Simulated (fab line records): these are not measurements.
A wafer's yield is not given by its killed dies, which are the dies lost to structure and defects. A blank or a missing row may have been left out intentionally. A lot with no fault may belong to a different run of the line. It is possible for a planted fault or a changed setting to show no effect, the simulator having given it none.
Struck lot and sound lot, side by side | flow n5_finfet | 27 steps out of a route of 1938
Sound: wafers L527.1, L527.4, L527.5. The struck wafers were L528.2, L528.4, L528.5. At the end, the cause is stated.
Order at every step that has rows: each side's tool, ch and its chambers, its first start. Under that, the readings that differ: sound wafers | struck wafers | difference of the means | sigmas: that difference in standard deviations of wafers without a fault.
alike: readings with means less than 2 such deviations apart, plus words and numbers identical on both sides. not compared: withheld readings, readings lacking a value on some wafer, bounds such as >300 that could conceal the same value, and numbers that have no deviation in the record and whose values overlap.
Wherever a step has rows on one side only, a row that says differs or no value, or a row with sigmas, the two part there. When numbers do not overlap yet have no deviation, they are printed without sigmas and do not part them. A reading missing from all wafers of one side parts the sides only when that side holds two or more wafers.

first, 8 steps without rows for these wafers: N5_BEOL_M4_PRE_CLEAN_60 (time 15 s); N5_BEOL_M4_CO_CAP_55 (material Co, precursor CCTBA/H2, target thk 2 nm, time 102.1 s); N5_BEOL_M4_PRE_CLEAN_56 (time 15 s); N5_BEOL_M4_DEP_57 (deposits SiCN from 3MS/NH3, target thk 8 nm, time 14 s); N5_BEOL_M5_ILD_DEP_00 (deposits SiCOH lowk from DEMS/porogen, target thk 140.64 nm, time 25.9 s); N5_BEOL_M5_CURE_79 (cures SiCOH lowk, time 240 s); N5_BEOL_M5_PECVD_70 (deposits SiO2 from TEOS/O2, target thk 16 nm, time 18 s); N5_BEOL_M5_HM_DEP_02 (deposits TiN, target thk 20 nm).
N5_BEOL_M5_COAT_59: time 60 s, resist thk 60 nm.
  sound on litho_track-01 ch 0, day 13 21:37; struck on litho_track-02 ch 0, day 13 22:31
  reading                                  | sound                | struck               | difference | sigmas
  spin_speed_rpm (rpm)                     | 1500.5 1500.4 1499.6 | 1320.2 1321.5 1320.6 | -179.4     | -99 or more
  model.SOC_of_BEOL_M5_COAT_59.thk_nm (nm) | 60 60 60             | 64 64.2 64           | +4         |
  alike: chill_plate_temp_C, plate_temp_C
then, 11 steps without rows for these wafers: N5_BEOL_M5_COAT_60 (time 60 s, resist thk 12 nm); N5_BEOL_M5_COAT_71 (time 60 s, resist thk 5 nm); N5_BEOL_M5_COAT_05 (resist thk 30 nm); N5_BEOL_M5_EBR_07; N5_BEOL_M5_SOFTBAKE_06 (time 60 s); N5_BEOL_M5_EXPOSE_08 (exposes mask M5, target cd 28 nm); N5_BEOL_M5_PEB_09 (peb time 60 s); N5_BEOL_M5_DEVELOP_10 (develop time 30 s); N5_BEOL_M5_DESCUM_16 (chemistry O2, time 7 s); N5_BEOL_M5_ETCH_72 (etches underlayer in N2/H2, target depth 6.5 nm, time 5.2 s); N5_BEOL_M5_ETCH_61 (etches SiARC in CF4, target depth 15.6 nm, time 26 s).
N5_BEOL_M5_ETCH_62: etches SOC in N2/H2, target depth 75 nm, overetch 15 nm, time 112.5 s.
  sound on rie_diel-03 ch 0,2, day 13 22:12; struck on rie_diel-03 ch 0,2,3, day 13 23:06
  reading                  | sound          | struck            | difference | sigmas
  model.etch.depth_nm (nm) | 60.02 60.05 60 | 63.96 64.12 63.93 | +3.98      |
  alike: drypump_motor_current_A, oes_product_au, rf_vpp_V, showerhead_plenum_p_Torr, temp_c, throttle_valve_pct
  not compared: rf_hours_counter_h
then, 3 steps without rows for these wafers: N5_BEOL_M5_STRIP_63 (strips in N2/H2); N5_BEOL_M5_STRIP_73 (strips in N2/H2); N5_BEOL_M5_STRIP_64 (strips in CF4).
N5_BEOL_M5_HM_OPEN_17: chemistry Cl2/BCl3, target TiN, target depth 20 nm, overetch 6 nm.
  sound on rie_metal-03 ch 0,1, day 13 22:22; struck on rie_metal-03 ch 0, day 13 23:16
  reading                                  | sound          | struck         | difference | sigmas
  model.SOC_of_BEOL_M5_COAT_59.thk_nm (nm) | 52.4 52.6 52.4 | 56.2 56.4 56.2 | +3.8       |
  alike: drypump_motor_current_A, oes_product_au, throttle_valve_pct
  not compared: rf_hours_counter_h
then, 2 steps without rows for these wafers: N5_BEOL_M5_STRIP_19 (strips in O2); N5_PASSIVATION_PROBE_49.

WHERE THEY PART
Only at N5_BEOL_M5_COAT_59, within this record. Later steps at which nothing parts them and some readings are alike: N5_BEOL_M5_ETCH_62, N5_BEOL_M5_HM_OPEN_17.

WHY: the cause the simulator had injected
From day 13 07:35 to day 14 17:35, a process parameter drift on litho_track-02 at N5_BEOL_M5_COAT_59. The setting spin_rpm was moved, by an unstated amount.
